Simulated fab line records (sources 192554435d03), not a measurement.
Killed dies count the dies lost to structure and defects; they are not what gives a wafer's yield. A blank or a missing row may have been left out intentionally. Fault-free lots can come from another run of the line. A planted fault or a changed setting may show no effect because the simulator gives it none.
Which of the tools did it? -- flow n5Finfet -- Sampling: 18 lots, 54 wafers, 6 of 1938 route steps

== WHAT THE GAUGES READ, wafer by wafer ==
No reading from a measuring or inspecting step in the record can be judged against a usual standard deviation.

== WHAT TOOL EACH LOT RAN ON (gives the tool, then ch and the chambers of the sampled wafers, and finally the start) ==
lot,N5_BEOL_M3_STRIP_66,N5_BEOL_M3_STRIP_19,N5_BEOL_M3_ALD_98,N5_BEOL_M3_VIA_ETCH_34,N5_BEOL_M3_STRIP_36,N5_BEOL_M3_ETCH_41
L074,"rieDiel-04 ch 2,3, day 7 03:28","rieDiel-04 ch 1,2,3, day 7 03:43","aldSin-01 ch 1,2,3, day 7 05:11","rieDiel-04 ch 1,2,3, day 7 05:33","rieDiel-04 ch 1,2,3, day 7 05:37","rieDiel-04 ch 1,2,3, no start"
L076,"rieDiel-03 ch 0,2,3, day 7 21:10","rieDiel-03 ch 1,2,3, day 7 21:19","aldSin-01 ch 0,1, day 7 22:31","rieDiel-06 ch 0,1,2, day 7 22:47","rieDiel-06 ch 0,1,2, day 7 22:50","rieDiel-06 ch 0,1,2, no start"
L077,"rieDiel-06 ch 0,2,3, day 8 03:37","rieDiel-03 ch 0,1,2, day 8 03:52","aldSin-01 ch 0,1,2, day 8 05:34","rieDiel-06 ch 0,2,3, day 8 07:48","rieDiel-06 ch 0,2,3, day 8 07:52","rieDiel-06 ch 0,2,3, no start"
L079,"rieDiel-04 ch 1,2, day 8 08:55","rieDiel-04 ch 1,2, day 8 09:09","aldSin-02 ch 1,3, day 8 09:55","rieDiel-04 ch 1,2,3, day 8 14:10","rieDiel-04 ch 1,2,3, day 8 14:14","rieDiel-04 ch 1,2,3, no start"
L078,"rieDiel-06 ch 0,1,2, day 8 12:55","rieDiel-03 ch 0,2,3, day 8 13:10","aldSin-03 ch 0,2,3, day 8 16:31","rieDiel-03 ch 1,2, day 8 22:51","rieDiel-03 ch 1,2, day 8 22:55","rieDiel-03 ch 1,2, no start"
L080,"rieDiel-04 ch 1,3, day 8 16:58","rieDiel-03 ch 0,1, day 8 17:07","aldSin-01 ch 1,2, day 8 18:02","rieDiel-03 ch 1,2,3, day 8 18:20","rieDiel-03 ch 1,2,3, day 8 18:23","rieDiel-03 ch 1,2,3, no start"
L081,"rieDiel-06 ch 1,2,3, day 8 23:56","rieDiel-04 ch 0,1,3, day 9 00:06","aldSin-02 ch 1,2, day 9 00:50","rieDiel-03 ch 0,1, day 9 05:25","rieDiel-03 ch 0,1, day 9 05:29","rieDiel-03 ch 0,1, no start"
L082,"rieDiel-03 ch 0,2,3, day 9 00:47","rieDiel-06 ch 0,1,2, day 9 00:56","aldSin-02 ch 0,1,2, day 9 01:37","rieDiel-04 ch 1,3, day 9 08:09","rieDiel-04 ch 1,3, day 9 08:13","rieDiel-04 ch 1,3, no start"
L084,"rieDiel-04 ch 0,1, day 9 14:49","rieDiel-06 ch 0,2,3, day 9 15:04","aldSin-03 ch 2,3, day 9 15:45","rieDiel-06 ch 0,2, day 10 06:33","rieDiel-06 ch 0,2, day 10 06:37","rieDiel-06 ch 0,2, no start"
L083,"rieDiel-04 ch 0,1,2, day 9 19:13","rieDiel-03 ch 0,3, day 9 19:25","aldSin-02 ch 0,3, day 9 20:07","rieDiel-03 ch 0,1, day 10 06:35","rieDiel-03 ch 0,1, day 10 06:39","rieDiel-03 ch 0,1, no start"
L085,"rieDiel-04 ch 0,1,2, day 9 21:32","rieDiel-04 ch 0,1,2, day 9 21:42","aldSin-01 ch 0,2,3, day 9 22:22","rieDiel-03 ch 0,2,3, day 9 23:17","rieDiel-03 ch 0,2,3, day 9 23:20","rieDiel-03 ch 0,2,3, no start"
L087,"rieDiel-04 ch 1,2,3, day 10 06:42","rieDiel-03 ch 2,3, day 10 06:51","aldSin-02 ch 0,2,3, day 10 07:41","rieDiel-06 ch 2,3, day 10 11:51","rieDiel-06 ch 2,3, day 10 11:55","rieDiel-06 ch 2,3, no start"
L090,"rieDiel-03 ch 2,3, day 11 02:11","rieDiel-04 ch 0,1,2, day 11 02:21","aldSin-01 ch 0,2,3, day 11 03:07","rieDiel-03 ch 0,1,3, day 11 03:40","rieDiel-03 ch 0,1,3, day 11 03:44","rieDiel-03 ch 0,1,3, no start"
L091,"rieDiel-04 ch 1,3, day 11 13:20","rieDiel-04 ch 2,3, day 11 13:31","aldSin-02 ch 0,1,2, day 11 14:10","rieDiel-06 ch 1,2,3, day 11 18:25","rieDiel-06 ch 1,2,3, day 11 18:29","rieDiel-06 ch 1,2,3, no start"
L089,"rieDiel-03 ch 0,2, day 11 14:30","rieDiel-04 ch 0,2,3, day 11 14:39","aldSin-02 ch 1,3, day 11 15:17","rieDiel-06 ch 2,3, day 11 21:47","rieDiel-06 ch 2,3, day 11 21:51","rieDiel-06 ch 2,3, no start"
L093,"rieDiel-03 ch 0,2,3, day 11 18:50","rieDiel-03 ch 0,1,3, day 11 18:59","aldSin-03 ch 0,1,3, day 11 19:46","rieDiel-03 ch 1,2,3, day 12 00:32","rieDiel-03 ch 1,2,3, day 12 00:36","rieDiel-03 ch 1,2,3, no start"
L095,"rieDiel-06 ch 2,3, day 12 15:35","rieDiel-06 ch 0,3, day 12 15:44","aldSin-03 ch 0,2,3, day 12 17:10","rieDiel-04 ch 0,2,3, day 12 17:50","rieDiel-04 ch 0,2,3, day 12 17:53","rieDiel-04 ch 0,2,3, no start"
L097,"rieDiel-06 ch 0,2, day 13 02:42","rieDiel-03 ch 0,1,3, day 13 02:52","aldSin-02 ch 1,2,3, day 13 03:31","rieDiel-06 ch 0,2, day 13 10:11","rieDiel-06 ch 0,2, day 13 10:17","rieDiel-06 ch 0,2, no start"
- N5_BEOL_M3_STRIP_66: strips in CF4.
- N5_BEOL_M3_STRIP_19: strips in O2.
- N5_BEOL_M3_ALD_98: deposits SiO2, target thk 2.5 nm, pulse time 1 s, co reactant pulse time 1 s.
- N5_BEOL_M3_VIA_ETCH_34: etches the open film in C4F6/O2, target depth 69.4 nm, time 65.9 s.
- N5_BEOL_M3_STRIP_36: strips in N2/H2.
- N5_BEOL_M3_ETCH_41: etches SiCN in CH3F/O2, target depth 29.9 nm, time 52.5 s.

== AS READ BY THE TOOLS THEMSELVES (means over the sampled wafers that have a number; for cases with no such wafer, the mark the record gives instead) ==
N5_BEOL_M3_STRIP_66. Usual: drypumpMotorCurrentA 5.8 A, standard deviation 0.35; oesProductAu 0.78 a.u., standard deviation 0.082; rfVppV 271.1 V, standard deviation 1.2; showerheadPlenumPTorr 1.80 Torr, standard deviation 0.043; throttleValvePct 13.60 %, standard deviation 0.28.
lot,tool,drypumpMotorCurrentA (A),oesProductAu (a.u.),rfVppV (V),showerheadPlenumPTorr (Torr),throttleValvePct (%),flag
L074,rieDiel-04,5.5,0.80,270.6,1.79,13.51,
L076,rieDiel-03,6.1,0.85,270.9,1.80,13.26,
L077,rieDiel-06,5.6,0.81,271.9,1.83,13.51,
L079,rieDiel-04,5.6,0.72,271.2,1.81,13.63,
L078,rieDiel-06,5.6,0.73,271.9,1.81,13.86,
L080,rieDiel-04,5.5,0.75,272.0,1.82,13.59,
L081,rieDiel-06,5.6,0.80,271.5,1.81,13.67,
L082,rieDiel-03,6.1,0.84,270.9,1.79,13.27,
L084,rieDiel-04,6.0,0.85,270.8,1.79,13.61,
L083,rieDiel-04,5.8,0.79,270.7,1.78,13.62,
L085,rieDiel-04,5.8,0.80,270.7,1.78,13.61,
L087,rieDiel-04,5.6,0.74,271.2,1.79,13.61,
L090,rieDiel-03,6.3,0.83,271.4,1.79,13.41,
L091,rieDiel-04,5.6,0.70,271.5,1.83,13.70,
L089,rieDiel-03,6.1,0.86,269.8,1.75,13.23,
L093,rieDiel-03,6.1,0.82,270.4,1.79,13.33,
L095,rieDiel-06,5.4,0.80,271.6,1.82,13.62,
L097,rieDiel-06,5.5,0.87,271.7,1.82,13.42,

N5_BEOL_M3_STRIP_19. Usual: drypumpMotorCurrentA 5.9 A, standard deviation 0.35; o2FlowSccm 224.9 sccm, standard deviation 0.75; oesProductAu 0.80 a.u., standard deviation 0.087; rfVppV 3.7 V, standard deviation 0.49; showerheadPlenumPTorr 2.10 Torr, standard deviation 0.059; tempC 40.01 C, standard deviation 0.1; throttleValvePct 16.65 %, standard deviation 0.3.
lot,tool,drypumpMotorCurrentA (A),o2FlowSccm (sccm),oesProductAu (a.u.),rfVppV (V),showerheadPlenumPTorr (Torr),tempC (C),throttleValvePct (%),flag
L074,rieDiel-04,5.5,224.8,0.76,3.9,2.10,40.03,16.64,
L076,rieDiel-03,6.2,224.8,0.82,3.6,2.14,40.08,16.69,
L077,rieDiel-03,6.0,225.0,0.86,3.5,2.09,40.09,16.51,
L079,rieDiel-04,5.6,225.0,0.77,3.2,2.07,39.96,16.65,
L078,rieDiel-03,6.1,225.1,0.86,3.6,2.09,40.04,16.38,
L080,rieDiel-03,5.9,224.7,0.79,3.8,2.13,39.92,16.73,
L081,rieDiel-04,5.8,224.9,0.81,3.9,2.11,40.05,16.71,
L082,rieDiel-06,5.6,225.6,0.74,4.0,2.12,40.07,16.94,
L084,rieDiel-06,5.6,224.8,0.80,3.5,2.14,39.99,16.62,
L083,rieDiel-03,5.8,224.1,0.84,3.5,2.09,40.07,16.28,
L085,rieDiel-04,5.8,224.7,0.81,3.9,2.08,39.99,16.72,
L087,rieDiel-03,6.3,224.5,0.80,3.4,2.14,40.11,16.59,
L090,rieDiel-04,5.8,225.4,0.78,3.2,2.08,40.06,16.74,
L091,rieDiel-04,5.5,225.5,0.77,3.9,2.07,39.85,16.65,
L089,rieDiel-04,5.8,225.0,0.81,3.6,2.05,40.15,16.68,
L093,rieDiel-03,6.0,225.4,0.77,4.2,2.13,39.91,16.63,
L095,rieDiel-06,5.8,224.9,0.89,3.6,2.14,39.90,16.29,
L097,rieDiel-03,6.0,225.0,0.76,3.5,2.12,39.95,16.64,

N5_BEOL_M3_ALD_98. Usual: heaterPowerW 76 W, standard deviation 6.7; precursorPulseHeightRel 0.999, standard deviation 0.021; susceptorTempC 99.99 C, standard deviation 0.13.
lot,tool,heaterPowerW (W),precursorPulseHeightRel,susceptorTempC (C),flag
L074,aldSin-01,82,1.002,100.04,
L076,aldSin-01,74,1.012,100.11,
L077,aldSin-01,79,0.992,99.99,
L079,aldSin-02,74,0.983,99.85,
L078,aldSin-03,80,1.012,99.92,
L080,aldSin-01,77,1.002,99.98,
L081,aldSin-02,66,1.002,100.02,
L082,aldSin-02,69,1.002,99.99,
L084,aldSin-03,82,0.993,99.95,
L083,aldSin-02,74,1.010,99.94,
L085,aldSin-01,83,0.984,99.90,
L087,aldSin-02,69,1.005,99.93,
L090,aldSin-01,84,0.993,99.99,
L091,aldSin-02,71,0.999,100.04,
L089,aldSin-02,74,1.012,100.19,
L093,aldSin-03,80,1.003,99.85,
L095,aldSin-03,83,0.989,100.11,
L097,aldSin-02,72,0.996,100.05,

N5_BEOL_M3_VIA_ETCH_34. Usual: C4F6_flow_sccm 10.00 sccm, standard deviation 0.033; drypumpMotorCurrentA 5.9 A, standard deviation 0.36; oesProductAu 0.80 a.u., standard deviation 0.083; rfVppV 665 V, standard deviation 8.5; showerheadPlenumPTorr 2.86 Torr, standard deviation 0.072; throttleValvePct 30.7 %, standard deviation 0.35.
lot,tool,C4F6_flow_sccm (sccm),drypumpMotorCurrentA (A),oesProductAu (a.u.),rfVppV (V),showerheadPlenumPTorr (Torr),throttleValvePct (%),flag
L074,rieDiel-04,10.01,5.5,0.77,662,2.85,30.8,
L076,rieDiel-06,10.01,5.6,0.75,676,2.86,30.9,
L077,rieDiel-06,9.97,5.6,0.82,669,2.89,30.6,
L079,rieDiel-04,10.02,5.5,0.76,661,2.85,30.8,
L078,rieDiel-03,9.97,6.2,0.81,667,2.90,31.0,
L080,rieDiel-03,10.01,6.2,0.80,662,2.90,30.8,
L081,rieDiel-03,10.00,5.8,0.83,664,2.83,30.6,
L082,rieDiel-04,10.00,5.5,0.75,666,2.88,30.8,
L084,rieDiel-06,9.98,5.6,0.73,673,2.89,30.8,
L083,rieDiel-03,10.03,5.8,0.83,665,2.83,30.6,
L085,rieDiel-03,10.02,6.1,0.84,659,2.83,30.5,
L087,rieDiel-06,9.99,5.6,0.87,663,2.88,30.5,
L090,rieDiel-03,9.99,6.0,0.78,664,2.89,30.7,
L091,rieDiel-06,9.99,5.6,0.79,669,2.84,30.8,
L089,rieDiel-06,9.98,5.6,0.85,664,2.87,30.5,
L093,rieDiel-03,10.00,6.3,0.78,663,2.89,30.9,
L095,rieDiel-04,10.00,5.8,0.81,662,2.79,30.8,
L097,rieDiel-06,10.03,5.6,0.88,674,2.88,30.6,

N5_BEOL_M3_STRIP_36. Usual: drypumpMotorCurrentA 5.9 A, standard deviation 0.36; h2FlowSccm 200.0 sccm, standard deviation 0.58; n2FlowSccm 200.0 sccm, standard deviation 0.56; oesProductAu 0.80 a.u., standard deviation 0.085; rfVppV 59.3 V, standard deviation 1.6; showerheadPlenumPTorr 2.55 Torr, standard deviation 0.066; tempC 40.00 C, standard deviation 0.11; throttleValvePct 23.7 %, standard deviation 0.37.
lot,tool,drypumpMotorCurrentA (A),h2FlowSccm (sccm),n2FlowSccm (sccm),oesProductAu (a.u.),rfVppV (V),showerheadPlenumPTorr (Torr),tempC (C),throttleValvePct (%),flag
L074,rieDiel-04,5.6,199.5,200.3,0.78,58.4,2.54,39.92,23.8,
L076,rieDiel-06,5.6,199.8,200.2,0.75,59.7,2.57,40.06,23.9,
L077,rieDiel-06,5.6,200.1,199.6,0.83,58.2,2.59,39.89,23.6,
L079,rieDiel-04,5.5,199.7,200.0,0.76,59.4,2.54,40.00,23.8,
L078,rieDiel-03,6.2,200.3,199.8,0.80,57.6,2.59,40.04,24.0,
L080,rieDiel-03,6.2,200.5,199.9,0.81,59.7,2.58,40.04,23.8,
L081,rieDiel-03,5.8,200.4,200.1,0.83,60.0,2.53,39.98,23.4,
L082,rieDiel-04,5.5,200.7,199.9,0.75,60.6,2.57,40.00,23.7,
L084,rieDiel-06,5.6,200.4,200.3,0.73,60.1,2.59,39.98,23.8,
L083,rieDiel-03,5.8,200.0,199.7,0.84,58.7,2.52,39.96,23.4,
L085,rieDiel-03,6.1,200.2,200.0,0.84,59.9,2.52,39.93,23.4,
L087,rieDiel-06,5.6,200.1,199.7,0.87,58.9,2.58,39.95,23.5,
L090,rieDiel-03,6.0,200.4,199.8,0.78,59.1,2.57,40.05,23.6,
L091,rieDiel-06,5.6,199.8,200.0,0.78,58.3,2.55,39.93,23.8,
L089,rieDiel-06,5.6,199.9,199.8,0.85,59.7,2.58,39.92,23.5,
L093,rieDiel-03,6.2,200.1,200.0,0.77,61.2,2.57,40.07,23.8,
L095,rieDiel-04,5.8,199.7,200.2,0.81,58.5,2.49,40.05,23.8,
L097,rieDiel-06,5.6,199.9,199.8,0.87,59.6,2.58,39.91,23.5,

N5_BEOL_M3_ETCH_41. Usual: drypumpMotorCurrentA 5.8 A, standard deviation 0.36; oesProductAu 0.80 a.u., standard deviation 0.082; rfVppV 297.5 V, standard deviation 1.5; showerheadPlenumPTorr 2.01 Torr, standard deviation 0.053; throttleValvePct 16.3 %, standard deviation 0.34.
lot,tool,drypumpMotorCurrentA (A),oesProductAu (a.u.),rfVppV (V),showerheadPlenumPTorr (Torr),throttleValvePct (%),flag
L074,rieDiel-04,5.6,0.77,297.8,2.01,16.3,
L076,rieDiel-06,5.6,0.74,297.8,2.02,16.5,
L077,rieDiel-06,5.6,0.82,298.4,2.04,16.2,
L079,rieDiel-04,5.5,0.76,298.2,2.00,16.3,
L078,rieDiel-03,6.2,0.80,298.4,2.04,16.5,
L080,rieDiel-03,6.2,0.81,298.1,2.04,16.3,
L081,rieDiel-03,5.8,0.83,296.8,1.99,16.1,
L082,rieDiel-04,5.4,0.75,297.9,2.03,16.3,
L084,rieDiel-06,5.6,0.73,297.8,2.04,16.4,
L083,rieDiel-03,5.8,0.83,296.9,1.99,16.1,
L085,rieDiel-03,6.1,0.85,297.3,2.00,16.0,
L087,rieDiel-06,5.6,0.87,297.9,2.03,16.0,
L090,rieDiel-03,6.0,0.77,298.4,2.04,16.3,
L091,rieDiel-06,5.6,0.78,297.7,2.00,16.4,
L089,rieDiel-06,5.6,0.85,297.4,2.02,16.1,
L093,rieDiel-03,6.2,0.78,298.6,2.04,16.4,
L095,rieDiel-04,5.8,0.82,297.4,1.96,16.3,
L097,rieDiel-06,5.5,0.87,298.4,2.03,16.2,

== THE ANSWER, worked out from the rows above alone ==
Rule: a lot is off if the mean of its wafers that have a number lies more than 3 standard deviations from the usual mean. Also off: a lot with no number at a reading for which 4 or more lots have one. Where the step has rows for the other lots, those lots are counted as sound. First the gauges in route order, then the tools' own readings, where a lot's mean is used as printed above. The first step at which some lot is off is used, and at that step the reading that is off furthest; a lot without a number counts as furthest.
Nothing can be told from this: no lot is off at any reading shown.

== WHAT THE SIMULATOR HAD PUT IN ==
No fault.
